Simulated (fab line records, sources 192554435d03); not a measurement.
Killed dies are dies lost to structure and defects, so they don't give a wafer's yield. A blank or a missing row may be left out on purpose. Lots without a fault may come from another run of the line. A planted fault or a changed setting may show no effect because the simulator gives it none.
fab line records | flow n5_finfet
record lots=7 wafers=39
route steps=1938 shown WELL_APT@24 DUMMY_GATE@220 MOL_CONTACT_COAG@616
start_h: hours from the record's first day to the start of the lot's first wafer shown | wait_h: hours since the lot's step before | " the same as in the row above | L1.1+2: a row that stands for several wafers | - no value, or no start given | * or withheld: withheld | < > ~ a bound
route shown NAME@n: a module of which the file shows steps, and the number in the route of the first | usual: mean/standard deviation of fault-free wafers | same: alike in all rows | chamber/n: place in a boat | sites: the reading at each site | _std_site: their standard deviation | _edge_site: outer sites' mean less inner sites' | radius_mm: how far each site lies from the wafer's centre | mask NAME#n: copy n | behind: the tool/chamber that last shaped the wafer | hold: why the lot was held/for how many hours/how that ended | device: the transistor (n, p or np) that didn't switch | end of line: the same wafers' tests at the end of the route | a step without rows: its recipe alone | killed: dies lost to structure and defects at the first sort, not the wafer's yield | map: a wafer's dies, x killed, . not, _ none there
set.NAME: the setting as run; set.NAME@STEP: as run at that earlier step | model.NAME: the simulator's own value behind a step, which no gauge read
lots whose settings were changed on purpose; a table a step, a row a wafer
## steps
# step N5_WELL_APT_EXPOSE_05
# recipe mask_id=NWELL na=0.8 source_shape=conventional sigma_outer=0.8 polarization=unpolarized defocus_nm=0 target_cd_nm=200 dose_mj=20.3
# columns lot.wafer tool chamber start_h wait_h mask set.dose_mj
L074.1+3+6 krf_scanner-01 0 13.38 - NWELL#0 20.3
L074.2+4+5 " 0 " " NWELL#0 21.25
L085.1+4+6 krf_scanner-02 0 79.54 - NWELL#0 20.3
L085.2+3+5 " 0 " " NWELL#0 18.82
L091.1+4+6 krf_scanner-01 0 115.98 - NWELL#0 20.3
L092.1+2+5 krf_scanner-02 0 121.66 - NWELL#0 21.33
L092.3+4+6 " 0 " " NWELL#0 20.3
L095.1+2+4 krf_scanner-02 0 139.69 - NWELL#0 21.16
L095.3+5+6 " 0 " " NWELL#0 20.3
L096.1+2+3+4+5+6 krf_scanner-02 0 145.85 - NWELL#0 20.3
L097.1+2+3+4+5+6 krf_scanner-01 0 151.68 - NWELL#0 20.3
# step N5_WELL_APT_PEB_06
# recipe peb_temp_c=130 peb_time_s=90
# step N5_WELL_APT_DEVELOP_07
# recipe develop_time_s=45 rinse_liquid=surfactant_rinse dry=air_spin dev_temp_c=21
# step N5_WELL_APT_HARDBAKE_12
# recipe temp_c=130 time_s=120
# step N5_WELL_APT_CD_MEAS_08
# recipe target_cd_nm=200 landing_energy_ev=500 detector=se_inlens
# usual cd_nm=200.2/1.5
# columns lot.wafer tool chamber start_h wait_h set.dose_mj@WELL_APT_EXPOSE_05 cd_nm
L074.1 cd_sem-01 0 13.56 - 20.3 200.0
L074.2 " 0 " " 21.25 205.1
L074.3 " 0 " " 20.3 201.1
L074.4 " 0 " " 21.25 206.6
L074.5 " 0 " " 21.25 205.2
L074.6 " 0 " " 20.3 200.1
L085.1 cd_sem-03 0 79.71 - 20.3 200.7
L085.2 " 0 " " 18.82 186.6
L085.3 " 0 " " 18.82 185.8
L085.4 " 0 " " 20.3 198.6
L085.5 " 0 " " 18.82 187.8
L085.6 " 0 " " 20.3 197.3
L091.1 cd_sem-02 0 116.15 - 20.3 202.2
L091.4 " 0 " " 20.3 200.8
L091.6 " 0 " " 20.3 202.0
L092.1 cd_sem-01 0 121.84 - 21.33 208.6
L092.2 " 0 " " 21.33 207.8
L092.3 " 0 " " 20.3 199.1
L092.4 " 0 " " 20.3 199.7
L092.5 " 0 " " 21.33 207.1
L092.6 " 0 " " 20.3 197.2
L095.1 cd_sem-03 0 139.86 - 21.16 206.7
L095.2 " 0 " " 21.16 204.2
L095.3 " 0 " " 20.3 203.8
L095.4 " 0 " " 21.16 208.0
L095.5 " 0 " " 20.3 200.9
L095.6 " 0 " " 20.3 200.7
L096.1 cd_sem-03 0 146.02 - 20.3 197.6
L096.2 " 0 " " 20.3 201.6
L096.3 " 0 " " 20.3 200.0
L096.4 " 0 " " 20.3 201.0
L096.5 " 0 " " 20.3 200.6
L096.6 " 0 " " 20.3 201.9
L097.1 cd_sem-03 0 151.86 - 20.3 202.7
L097.2 " 0 " " 20.3 200.2
L097.3 " 0 " " 20.3 197.7
L097.4 " 0 " " 20.3 200.3
L097.5 " 0 " " 20.3 198.6
L097.6 " 0 " " 20.3 199.3
# step N5_WELL_APT_DESCUM_13
# recipe chemistry=O2 time_s=7.9 source_power_w=50 bias_power_w=20 pressure_mtorr=20 rf_frequency_hz=2.712e+07 temp_c=40 o2_flow_sccm=225
# columns lot.wafer tool chamber start_h wait_h set.dose_mj@WELL_APT_EXPOSE_05 model.WELL_APT.cd_nm
L074.1 rie_diel-02 3 14.89 1.3 20.3 199.9
L074.2 " 1 " " 21.25 205.2
L074.3 " 0 " " 20.3 200.9
L074.4 " 2 " " 21.25 206.4
L074.5 " 1 " " 21.25 204.8
L074.6 " 0 " " 20.3 200.6
L085.1 rie_diel-02 3 80.32 0.6 20.3 200.8
L085.2 " 1 " " 18.82 186.5
L085.3 " 0 " " 18.82 185.6
L085.4 " 2 " " 20.3 198.8
L085.5 " 0 " " 18.82 187.5
L085.6 " 3 " " 20.3 197.3
L091.1 rie_diel-02 1 116.77 0.6 20.3 201.9
L091.4 " 3 " " 20.3 201.1
L091.6 " 3 " " 20.3 202.3
L092.1+2 rie_diel-02 1,0 121.92 0.0 21.33 208.1
L092.3 " 3 " " 20.3 199.2
L092.4 " 2 " " 20.3 199.7
L092.5 " 0 " " 21.33 207.2
L092.6 " 1 " " 20.3 197.3
L095.1 rie_diel-06 3 140.05 0.1 21.16 207.1
L095.2 " 1 " " 21.16 204.3
L095.3 " 2 " " 20.3 203.7
L095.4 " 1 " " 21.16 208.1
L095.5 " 2 " " 20.3 200.6
L095.6 " 3 " " 20.3 200.7
L096.1 rie_diel-06 1 146.11 0.0 20.3 198
L096.2 " 3 " " 20.3 201.4
L096.3 " 2 " " 20.3 200.1
L096.4 " 1 " " 20.3 200.6
L096.5 " 2 " " 20.3 200.7
L096.6 " 3 " " 20.3 201.9
L097.1 rie_diel-06 1 153.37 1.5 20.3 202.1
L097.2 " 2 " " 20.3 200.2
L097.3 " 1 " " 20.3 197.9
L097.4 " 2 " " 20.3 200.4
L097.5 " 1 " " 20.3 198.4
L097.6 " 2 " " 20.3 199.4
# step N5_DUMMY_GATE_HM_DEP_06
# recipe material=SiNx target_thk_a=800 precursor=DCS/NH3 temp_c=700 pressure_mtorr=300 time_s=5141
# columns lot.wafer tool chamber start_h wait_h set.time_s model.SiNx_of_DUMMY_GATE_HM_DEP_06.thk_nm
L074.1+2+5 - - - 0.8 4854 74.6
L074.3+6 " - " " 4854 74.2
L074.4 " - " " 4854 74.8
L085.1+4 - - - 0.0 5374 84.4
L085.2+3 " - " " 5374 84.2
L085.5 " - " " 5374 84.8
L085.6 " - " " 5374 83.2
L091.1+4 lpcvd-02 0/15,0/29 144.85 0.0 5141 79.6
L091.6 " 0/39 " " 5141 79.4
L092.1 - - - 0.0 5141 79
L092.2 " - " " 5141 80
L092.3 " - " " 5141 79.4
L092.4 " - " " 5141 79.6
L092.5+6 " - " " 5141 79.8
L095.1 - - - 0.0 5141 80.8
L095.2+6 " - " " 5141 80
L095.3 " - " " 5141 80.6
L095.4 " - " " 5141 79.6
L095.5 " - " " 5141 80.2
L096.1 - - - 0.0 4765 73.8
L096.2+4 " - " " 4765 73.6
L096.3+6 " - " " 4765 74.2
L096.5 " - " " 4765 73.4
L097.1+2 - - - 0.0 5141 80.2
L097.3 " - " " 5141 80.8
L097.4 " - " " 5141 81
L097.5+6 " - " " 5141 80
# step N5_DUMMY_GATE_EXPOSE_12
# recipe mask_id=GATE na=0.33 source_shape=annular sigma_inner=0.2 sigma_outer=0.6 polarization=unpolarized target_cd_nm=25 dose_mj=34
# columns lot.wafer tool chamber start_h wait_h mask set.dose_mj
L074.1+2+3+4+5+6 euv_scanner-01 0 51.99 - GATE#0 34
L085.1+2+5 euv_scanner-02 0 113.64 - GATE#0 31.52
L085.3+4+6 " 0 " " GATE#0 34
L091.1+4+6 euv_scanner-01 0 149.00 - GATE#0 34
L092.1+2+3+4+5+6 euv_scanner-02 0 154.44 - GATE#0 34
L095.1+2+6 euv_scanner-02 0 179.96 - GATE#0 34
L095.3+4+5 " 0 " " GATE#0 31.49
L096.1+4+5 euv_scanner-02 0 181.30 - GATE#0 34.93
L096.2+3+6 " 0 " " GATE#0 34
L097.1+3+6 euv_scanner-02 0 187.76 - GATE#0 36.34
L097.2+4+5 " 0 " " GATE#0 34
# step N5_DUMMY_GATE_PEB_13
# recipe peb_temp_c=100 peb_time_s=60 resist=CAR-EUV
# step N5_DUMMY_GATE_DEVELOP_14
# recipe develop_time_s=30 developer=TMAH resist=CAR-EUV rinse_liquid=surfactant_rinse dry=air_spin dev_temp_c=23
# step N5_DUMMY_GATE_CD_MEAS_15
# recipe target_cd_nm=25.8 landing_energy_ev=500 detector=se_inlens
# usual cd_nm=25.05/0.24
# columns lot.wafer tool chamber start_h wait_h set.dose_mj@DUMMY_GATE_EXPOSE_12 cd_nm
L074.1 cd_sem-01 0 52.12 - 34 25.11
L074.2 " 0 " " 34 24.79
L074.3 " 0 " " 34 24.89
L074.4 " 0 " " 34 24.60
L074.5 " 0 " " 34 24.72
L074.6 " 0 " " 34 25.02
L085.1 cd_sem-03 0 113.77 - 31.52 26.43
L085.2 " 0 " " 31.52 26.72
L085.3 " 0 " " 34 24.96
L085.4 " 0 " " 34 25.10
L085.5 " 0 " " 31.52 26.28
L085.6 " 0 " " 34 24.86
L091.1 cd_sem-02 0 149.13 - 34 25.22
L091.4 " 0 " " 34 24.80
L091.6 " 0 " " 34 24.91
L092.1 cd_sem-03 0 154.57 - 34 25.14
L092.2 " 0 " " 34 25.38
L092.3 " 0 " " 34 24.97
L092.4 " 0 " " 34 24.93
L092.5 " 0 " " 34 25.35
L092.6 " 0 " " 34 25.05
L095.1 cd_sem-01 0 180.08 - 34 24.88
L095.2 " 0 " " 34 25.32
L095.3 " 0 " " 31.49 26.56
L095.4 " 0 " " 31.49 26.58
L095.5 " 0 " " 31.49 26.64
L095.6 " 0 " " 34 25.53
L096.1 cd_sem-03 0 181.43 - 34.93 24.74
L096.2 " 0 " " 34 25.08
L096.3 " 0 " " 34 24.97
L096.4 " 0 " " 34.93 24.60
L096.5 " 0 " " 34.93 24.94
L096.6 " 0 " " 34 25.30
L097.1 cd_sem-02 0 187.89 - 36.34 23.83
L097.2 " 0 " " 34 25.01
L097.3 " 0 " " 36.34 23.66
L097.4 " 0 " " 34 25.02
L097.5 " 0 " " 34 25.01
L097.6 " 0 " " 36.34 23.72
# step N5_DUMMY_GATE_ETCH_37
# recipe chemistry=N2/H2 target=SOC target_depth_a=600 overetch_a=300 temp_c=40 ion_energy_ev=200 pressure_mtorr=30 source_w=840 bias_w=150 n2_flow_sccm=200 h2_flow_sccm=200
# usual rf_vpp_V=523.8/2.1
# columns lot.wafer tool chamber start_h wait_h set.source_w rf_vpp_V
L074.1 rie_diel-03 0 52.40 0.0 797.5 535.0
L074.2 " 2 " " 840 520.8
L074.3 " 3 " " 797.5 534.4
L074.4 " 1 " " 840 526.3
L074.5 " 1 " " 797.5 534.5
L074.6 " 0 " " 840 526.0
L085.1 rie_diel-03 2 114.04 0.0 840 521.2
L085.2 " 1 " " 840 523.9
L085.3 " 3 " " 885.4 514.2
L085.4 " 0 " " 885.4 516.1
L085.5 " 2 " " 885.4 511.7
L085.6 " 3 " " 840 523.9
L091.1 rie_diel-04 1 149.60 0.0 840 527.5
L091.4 " 0 " " 840 526.9
L091.6 " 3 " " 840 522.1
L092.1 rie_diel-03 3 154.84 0.0 975.4 496.9
L092.2 " 1 " " 840 525.6
L092.3 " 2 " " 975.4 494.7
L092.4 " 0 " " 840 524.8
L092.5 " 0 " " 840 524.4
L092.6 " 1 " " 975.4 499.2
L095.1 rie_diel-01 1 180.36 0.0 840 520.3
L095.2 " 2 " " 840 524.2
L095.3 " 0 " " 840 524.9
L095.4 " 3 " " 840 522.4
L095.5 " 2 " " 840 523.2
L095.6 " 3 " " 840 522.5
L096.1 rie_diel-04 1 181.70 0.0 840 526.1
L096.2 " 2 " " 840 522.1
L096.3 " 3 " " 840 521.7
L096.4 " 0 " " 840 525.5
L096.5 " 2 " " 840 523.4
L096.6 " 1 " " 840 528.4
L097.1 rie_diel-04 3 188.66 0.0 840 521.6
L097.2 " 1 " " 840 526.4
L097.3 " 0 " " 947.1 506.5
L097.4 " 2 " " 840 522.8
L097.5 " 1 " " 947.1 507.4
L097.6 " 0 " " 947.1 504.9
# step N5_DUMMY_GATE_STRIP_38
# recipe chemistry=N2/H2 temp_c=40 n2_flow_sccm=200 h2_flow_sccm=200 rf_frequency_hz=6e+07
# step N5_DUMMY_GATE_STRIP_39
# recipe chemistry=N2/H2 temp_c=40 n2_flow_sccm=200 h2_flow_sccm=200 rf_frequency_hz=6e+07
# step N5_DUMMY_GATE_TRIM_49
# recipe chemistry=O2 resist=SOC time_s=29 target_cd_nm=14 source_power_w=300 bias_power_w=0 O2_flow_sccm=100 temp_c=20
# columns lot.wafer tool chamber start_h wait_h set.dose_mj@DUMMY_GATE_EXPOSE_12 model.DUMMY_GATE.cd_nm
L074.1+5 rie_si-06 0,1 52.48 0.0 34 14.2
L074.2 " 3 " " 34 13.6
L074.3+4 " 1,2 " " 34 13.8
L074.6 " 2 " " 34 14.4
L085.1 rie_si-06 2 114.12 0.0 31.52 15.4
L085.2 " 1 " " 31.52 15.6
L085.3 " 3 " " 34 13.6
L085.4 " 0 " " 34 14.4
L085.5 " 1 " " 31.52 15.2
L085.6 " 0 " " 34 14
L091.1+6 rie_si-02 2,3 149.69 0.0 34 14
L091.4 " 1 " " 34 13.8
L092.1+6 rie_si-06 1,0 154.93 0.0 34 14
L092.2 " 3 " " 34 14.4
L092.3 " 2 " " 34 13.8
L092.4+5 " 0,1 " " 34 14.6
L095.1+2 rie_si-06 3,1 180.44 0.0 34 14.2
L095.3+5 " 0,3 " " 31.49 15.8
L095.4 " 2 " " 31.49 15.4
L095.6 " 0 " " 34 14.4
L096.1+5 rie_si-06 0,2 181.78 0.0 34.93 13.8
L096.2 " 1 " " 34 14.2
L096.3 " 2 " " 34 14
L096.4 " 3 " " 34.93 14
L096.6 " 3 " " 34 14.6
L097.1+3 rie_si-02 2,0 188.74 0.0 36.34 12.8
L097.2+4 " 1,3 " " 34 14
L097.5 " 3 " " 34 13.8
L097.6 " 0 " " 36.34 13
# step N5_MOL_CONTACT_COAG_ETCH_124
# recipe chemistry=CH3F/O2 target=SiNx target_depth_a=65 mask_material=SOC stop_on=SiOC over_etch_frac=0.3 ion_energy_ev=120 pressure_mtorr=30 source_w=395 bias_w=73 Ar_flow_sccm=150 CH3F_flow_sccm=30 O2_flow_sccm=20 ends=end_point
# usual rf_vpp_V=300/6
# columns lot.wafer tool chamber start_h wait_h set.bias_w rf_vpp_V
L074.1 rie_diel-06 0 106.00 0.0 73 289
L074.2 " 1 " " 73 307
L074.3 " 2 " " 73 302
L074.4 " 3 " " 73 298
L074.5 " 0 " " 73 290
L074.6 " 1 " " 73 307
L085.1 rie_diel-05 3 165.28 0.0 73 302
L085.2 " 2 " " 73 297
L085.3 " 1 " " 73 305
L085.4 " 2 " " 73 295
L085.5 " 3 " " 73 302
L085.6 " 1 " " 73 302
L091.1 rie_diel-02 2 207.32 0.0 73 303
L091.4 " 0 " " 73 308
L091.6 " 0 " " 73 307
L092.1 rie_diel-02 2 214.80 0.0 73 300
L092.2 " 1 " " 64.17 264
L092.3 " 0 " " 64.17 278
L092.4 " 3 " " 73 296
L092.5 " 1 " " 64.17 263
L092.6 " 0 " " 73 310
L095.1 rie_diel-02 3 231.32 0.0 73 295
L095.2 " 2 " " 73 300
L095.3 " 0 " " 73 307
L095.4 " 1 " " 73 291
L095.5 " 3 " " 73 296
L095.6 " 0 " " 73 308
L096.1 rie_diel-05 0 233.74 0.0 73 304
L096.2 " 1 " " 73 304
L096.3 " 2 " " 73 296
L096.4 " 2 " " 73 296
L096.5 " 0 " " 73 305
L096.6 " 1 " " 73 302
L097.1 rie_diel-06 3 239.03 0.0 73 299
L097.2 " 1 " " 84.15 345
L097.3 " 0 " " 84.15 322
L097.4 " 2 " " 73 301
L097.5 " 1 " " 84.15 344
L097.6 " 2 " " 73 301
## key
split step=N5_WELL_APT_EXPOSE_05 setting=dose_mj stated=20.3 by=wafer
response step=N5_WELL_APT_CD_MEAS_08 reading=cd_nm change=+1.5 per=1% r=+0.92
response step=N5_WELL_APT_DESCUM_13 reading=model.WELL_APT.cd_nm change=+1.52 per=1% r=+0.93
split step=N5_DUMMY_GATE_HM_DEP_06 setting=time_s stated=5141 by=lot
response step=N5_DUMMY_GATE_HM_DEP_06 reading=model.SiNx_of_DUMMY_GATE_HM_DEP_06.thk_nm change=+0.904 per=1% r=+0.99
split step=N5_DUMMY_GATE_EXPOSE_12 setting=dose_mj stated=34 by=wafer
response step=N5_DUMMY_GATE_CD_MEAS_15 reading=cd_nm change=-0.189 per=1% r=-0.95
response step=N5_DUMMY_GATE_TRIM_49 reading=model.DUMMY_GATE.cd_nm change=-0.178 per=1% r=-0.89
split step=N5_DUMMY_GATE_ETCH_37 setting=source_w stated=840 by=wafer
response step=N5_DUMMY_GATE_ETCH_37 reading=rf_vpp_V change=-1.62 per=1% r=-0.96
split step=N5_MOL_CONTACT_COAG_ETCH_124 setting=bias_w stated=73 by=wafer
response step=N5_MOL_CONTACT_COAG_ETCH_124 reading=rf_vpp_V change=+2.53 per=1% r=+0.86
